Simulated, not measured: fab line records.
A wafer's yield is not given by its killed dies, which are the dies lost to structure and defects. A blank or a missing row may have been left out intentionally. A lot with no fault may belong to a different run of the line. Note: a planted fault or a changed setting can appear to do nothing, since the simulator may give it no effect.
Which of the tools did it? | flow n5Finfet | 7 lots, 21 wafers sampled, at 7 steps of a route of 1938

WHAT THE GAUGES SHOWED, per wafer
N5_MOL_CONTACT_COAG_THK_MEAS_29.
lot  | measured     | on           | MD_CAP_THK (nm)
L933 | day 5 00:41  | filmMetro-01 | 17.94 17.84 17.83
L935 | day 5 17:16  | filmMetro-01 | 17.91 17.77 17.85
L948 | day 10 02:17 | filmMetro-02 | 17.99 17.99 19.09
L949 | day 10 02:58 | filmMetro-01 | 17.96 17.94 18.99
L951 | day 10 14:55 | filmMetro-01 | 17.91 17.91 17.87
L954 | day 12 05:40 | filmMetro-01 | 17.87 17.81 17.91
L953 | day 12 06:02 | filmMetro-01 | 17.86 17.80 17.82

N5_BEOL_M4_RC_MEAS_101.
lot  | measured     | on        | DIBL_N (mV/V)  | DIBL_P (mV/V)  | IOFF_N (nA/um)    | IOFF_P (nA/um)    | ION_N (uA/um) | ION_P (uA/um) | SS_N (mV/dec)  | SS_P (mV/dec)  | VT_N (mV)         | VT_P (mV)
L933 | day 8 15:49  | prober-02 | 38.6 36.6 37.1 | 36.2 34.8 34.5 | 0.178 0.144 0.149 | 0.225 0.207 0.197 | 683 665 679   | 463 460 463   | 71.8 71.2 72.2 | 73.7 73.2 72.9 | 247.0 249.8 249.5 | -252 -250 -252
L935 | day 11 02:35 | prober-02 | 35.9 38.2 34.9 | 36.2 38.8 34.9 | 0.143 0.187 0.126 | 0.197 0.249 0.177 | 676 691 664   | 470 468 458   | 71.2 71.9 71.0 | 73.5 74.2 73.4 | 251.3 247.9 253.5 | -252 -249 -254
L948 | day 14 00:28 | prober-02 | 36.4 35.2 35.3 | 36.0 34.9 34.5 | 0.158 0.139 0.131 | 0.192 0.184 0.173 | 674 671 667   | 459 460 463   | 72.3 71.1 71.5 | 73.2 73.0 72.2 | 247.5 249.5 254.4 | -252 -252 -253
L949 | day 14 08:17 | prober-02 | 35.0 35.2 36.1 | 36.7 35.8 37.5 | 0.145 0.135 0.160 | 0.218 0.209 0.250 | 684 681 686   | 475 474 481   | 71.1 71.5 71.6 | 73.9 73.2 73.1 | 249.7 251.7 249.6 | -248 -251 -246
L951 | day 14 11:44 | prober-01 | 36.2 35.3 34.6 | 38.9 38.1 36.3 | 0.194 0.165 0.152 | 0.254 0.232 0.215 | 695 677 678   | 471 464 465   | 72.0 72.7 71.9 | 73.8 72.7 73.0 | 247.0 248.3 251.2 | -246 -248 -247
L954 | day 16 01:32 | prober-02 | 37.5 37.1 35.6 | 37.2 36.5 34.3 | 0.169 0.147 0.125 | 0.210 0.203 0.176 | 675 669 668   | 462 462 459   | 72.1 72.0 70.9 | 73.1 72.9 73.2 | 250.7 251.4 253.9 | -251 -249 -252
L953 | day 16 04:32 | prober-01 | 38.0 37.1 36.0 | 36.7 35.6 34.9 | 0.167 0.155 0.138 | 0.214 0.203 0.189 | 674 677 672   | 462 465 464   | 72.0 71.5 71.7 | 74.3 72.9 73.1 | 246.7 248.8 250.6 | -249 -250 -249

TOOL THAT RAN EACH LOT (tool first, then ch and the chambers of the sampled wafers, then the start)
lot  | N5_MOL_CONTACT_COAG_DESCUM_13     | N5_MOL_CONTACT_COAG_STRIP_98      | N5_MOL_CONTACT_COAG_SIL_ANNEAL_21 | N5_MOL_CONTACT_COAG_CMP_23    | N5_MOL_CONTACT_COAG_ETCH_47
L933 | rieDiel-06 ch 1,2, day 4 15:17    | rieDiel-06 ch 1,2, day 4 15:37    | rtpAnneal-01 ch 0, day 4 18:05    | cmp-01 ch 0,1, day 4 21:52    | rieDiel-04 ch 0,1,2, day 5 03:26
L935 | rieDiel-04 ch 0,1,2, day 5 08:01  | rieDiel-04 ch 0,1,2, day 5 08:21  | rtpAnneal-01 ch 0, day 5 09:27    | cmp-01 ch 1,2,3, day 5 14:35  | rieDiel-04 ch 0,2,3, day 5 19:20
L948 | rieDiel-06 ch 0,2,3, day 9 19:32  | rieDiel-06 ch 0,2,3, day 9 19:52  | rtpAnneal-02 ch 0, day 9 20:54    | cmp-01 ch 0,3, day 9 23:10    | rieDiel-01 ch 0,1,3, day 10 03:52
L949 | rieDiel-01 ch 0,3, day 9 19:46    | rieDiel-01 ch 0,3, day 9 20:05    | rtpAnneal-01 ch 0, day 9 21:13    | cmp-01 ch 0,1,3, day 9 23:31  | rieDiel-06 ch 2,3, day 10 04:32
L951 | rieDiel-01 ch 0,1,3, day 10 02:35 | rieDiel-01 ch 0,1,3, day 10 02:55 | rtpAnneal-01 ch 0, day 10 06:10   | cmp-02 ch 1,2, day 10 12:16   | rieDiel-06 ch 0,1,2, day 10 18:05
L954 | rieDiel-04 ch 0,2,3, day 11 17:04 | rieDiel-04 ch 0,2,3, day 11 17:24 | rtpAnneal-02 ch 0, day 11 21:25   | cmp-03 ch 0,1,2, day 12 01:23 | rieDiel-01 ch 0,2,3, day 12 12:31
L953 | rieDiel-04 ch 1,2,3, day 11 18:13 | rieDiel-04 ch 1,2,3, day 11 18:32 | rtpAnneal-01 ch 0, day 11 21:34   | cmp-03 ch 1,3, day 12 01:52   | rieDiel-06 ch 0,1,2, day 12 12:50
- N5_MOL_CONTACT_COAG_DESCUM_13: chemistry O2, time 7 s.
- N5_MOL_CONTACT_COAG_STRIP_98: strips in N2/H2.
- N5_MOL_CONTACT_COAG_SIL_ANNEAL_21: time 60 s.
- N5_MOL_CONTACT_COAG_CMP_23: polishes, stops on SiO2, t overpolish 1.5 s, target thk 0 nm.
- N5_MOL_CONTACT_COAG_ETCH_47: etches SiNx in CH3F/O2, stops on W, target depth 27 nm.

WHAT THE TOOLS THEMSELVES READ (means of the sampled wafers that have a number; where no wafer has one, the mark that the record gives instead)
N5_MOL_CONTACT_COAG_DESCUM_13.
lot  | tool       | drypumpMotorCurrentA (A) | oesProductAu (a.u.) | rfFwdPowerW (W) | rfVppV (V) | showerheadPlenumPTorr (Torr) | throttleValvePct (%)
L933 | rieDiel-06 | 5.3                      | 0.80                | 49.48           | 244.2      | 2.17                         | 20.33
L935 | rieDiel-04 | 5.7                      | 0.75                | 49.28           | 243.6      | 2.08                         | 20.52
L948 | rieDiel-06 | 5.6                      | 0.74                | 49.29           | 242.9      | 2.12                         | 20.49
L949 | rieDiel-01 | 5.7                      | 0.82                | 49.26           | 243.9      | 2.17                         | 20.51
L951 | rieDiel-01 | 5.7                      | 0.80                | 49.61           | 245.0      | 2.14                         | 20.47
L954 | rieDiel-04 | 6.1                      | 0.77                | 49.41           | 244.1      | 2.18                         | 20.52
L953 | rieDiel-04 | 5.7                      | 0.74                | 49.47           | 243.7      | 2.14                         | 20.46

N5_MOL_CONTACT_COAG_STRIP_98.
lot  | tool       | drypumpMotorCurrentA (A) | n2FlowSccm (sccm) | oesProductAu (a.u.) | rfVppV (V) | showerheadPlenumPTorr (Torr) | throttleValvePct (%)
L933 | rieDiel-06 | 5.3                      | 300.3             | 0.80                | 55.1       | 3.47                         | 19.0
L935 | rieDiel-04 | 5.7                      | 300.4             | 0.75                | 54.4       | 3.35                         | 18.9
L948 | rieDiel-06 | 5.7                      | 299.9             | 0.75                | 53.9       | 3.39                         | 19.1
L949 | rieDiel-01 | 5.7                      | 300.4             | 0.82                | 56.8       | 3.47                         | 19.1
L951 | rieDiel-01 | 5.7                      | 299.8             | 0.81                | 54.5       | 3.43                         | 19.0
L954 | rieDiel-04 | 6.1                      | 300.2             | 0.78                | 53.5       | 3.50                         | 19.0
L953 | rieDiel-04 | 5.8                      | 301.0             | 0.74                | 55.3       | 3.43                         | 18.8

N5_MOL_CONTACT_COAG_SIL_ANNEAL_21.
lot  | tool         | lampPowerPct (%) | lamp_zone_3_pct (%) | lamp_zone_6_pct (%) | wafer_temp_C_max
L933 | rtpAnneal-01 | 6.09             | 6.08                | 6.03                | 551.2
L935 | rtpAnneal-01 | 6.09             | 6.09                | 6.04                | 550.9
L948 | rtpAnneal-02 | 6.39             | 6.40                | 6.33                | 552.4
L949 | rtpAnneal-01 | 6.09             | 6.09                | 6.03                | 551.1
L951 | rtpAnneal-01 | 6.08             | 6.09                | 6.03                | 551.1
L954 | rtpAnneal-02 | 6.39             | 6.40                | 6.34                | 552.0
L953 | rtpAnneal-01 | 6.08             | 6.09                | 6.03                | 551.4

N5_MOL_CONTACT_COAG_CMP_23.
lot  | tool   | motorCurrentA (A) | overpolishRunS (s) | timeToEndpointS (s)
L933 | cmp-01 | 8.6               | 1.502              | 4.5
L935 | cmp-01 | 8.0               | 1.504              | 7.3
L948 | cmp-01 | 7.6               | 1.507              | 13.6
L949 | cmp-01 | 8.0               | 1.495              | 13.2
L951 | cmp-02 | 8.0               | 1.493              | 7.8
L954 | cmp-03 | 9.4               | 1.491              | 12.0
L953 | cmp-03 | 11.0              | 1.496              | 10.6

N5_MOL_CONTACT_COAG_ETCH_47.
lot  | tool       | O2_flow_sccm (sccm) | biasW (W) | drypumpMotorCurrentA (A) | etchRfOnTimeS (s) | oesProductAu (a.u.) | rfFwdPowerW (W) | rfVppV (V) | showerheadPlenumPTorr (Torr) | throttleValvePct (%)
L933 | rieDiel-04 | 20.05               | 73.00     | 5.7                      | 31.5              | 0.67                | 385.5           | 295        | 1.99                         | 16.44
L935 | rieDiel-04 | 20.02               | 73.21     | 6.1                      | 31.4              | 0.65                | 387.4           | 298        | 2.01                         | 16.52
L948 | rieDiel-01 | 20.04               | 73.09     | 5.7                      | 31.6              | 0.72                | 387.4           | 299        | 2.04                         | 16.40
L949 | rieDiel-06 | 20.03               | 72.74     | 5.6                      | 31.5              | 0.67                | 386.8           | 298        | 2.03                         | 16.30
L951 | rieDiel-06 | 20.04               | 73.06     | 5.6                      | 31.3              | 0.68                | 385.2           | 298        | 2.03                         | 16.39
L954 | rieDiel-01 | 19.95               | 73.12     | 5.9                      | 31.1              | 0.70                | 385.7           | 299        | 2.02                         | 16.48
L953 | rieDiel-06 | 20.00               | 72.95     | 5.6                      | 31.3              | 0.66                | 384.4           | 300        | 2.02                         | 16.42

THE ANSWER, worked out from the rows above alone
Rule: the usual values come from the lots themselves. The widest of any qualifying gaps counts: lots, ordered by their means at a reading, are off when they make up no more than a third of the lots, leave a main group of 4 or more, and stand apart from it by 3 or more times the standard deviation of that group's means. Not used: any main group whose means are identical at the precision the tables above print for the reading. Also off: a lot with no number at a reading for which 4 or more lots have one. Any other lot the step has rows for is counted as sound. After the gauges, taken in route order, come the tools' own readings; for these a lot's mean is taken, as printed above. At the first step where some lot is off, the reading lying furthest off is the one used; lots without a number count as furthest.
Off: L948, L949, seen at N5_MOL_CONTACT_COAG_THK_MEAS_29 (MD_CAP_THK). Main group: mean 17.86 nm, sd 0.024.
If a tool, at a process step before that reading, ran all the lots that are off and no sound lot after the first of them, it fits. Those tools and the gauges at N5_MOL_CONTACT_COAG_THK_MEAS_29 are tried in the same way. One fits: N5_MOL_CONTACT_COAG_CMP_23 on cmp-01. Its last sound lot is L935 (day 5 14:35), its first lot that is off L948 (day 9 23:10): a fault that began between those two fits.

WHAT HAD BEEN PUT IN BY THE SIMULATOR
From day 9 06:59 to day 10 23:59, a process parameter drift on cmp-01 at N5_MOL_CONTACT_COAG_CMP_23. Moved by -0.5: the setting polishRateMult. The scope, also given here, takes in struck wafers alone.
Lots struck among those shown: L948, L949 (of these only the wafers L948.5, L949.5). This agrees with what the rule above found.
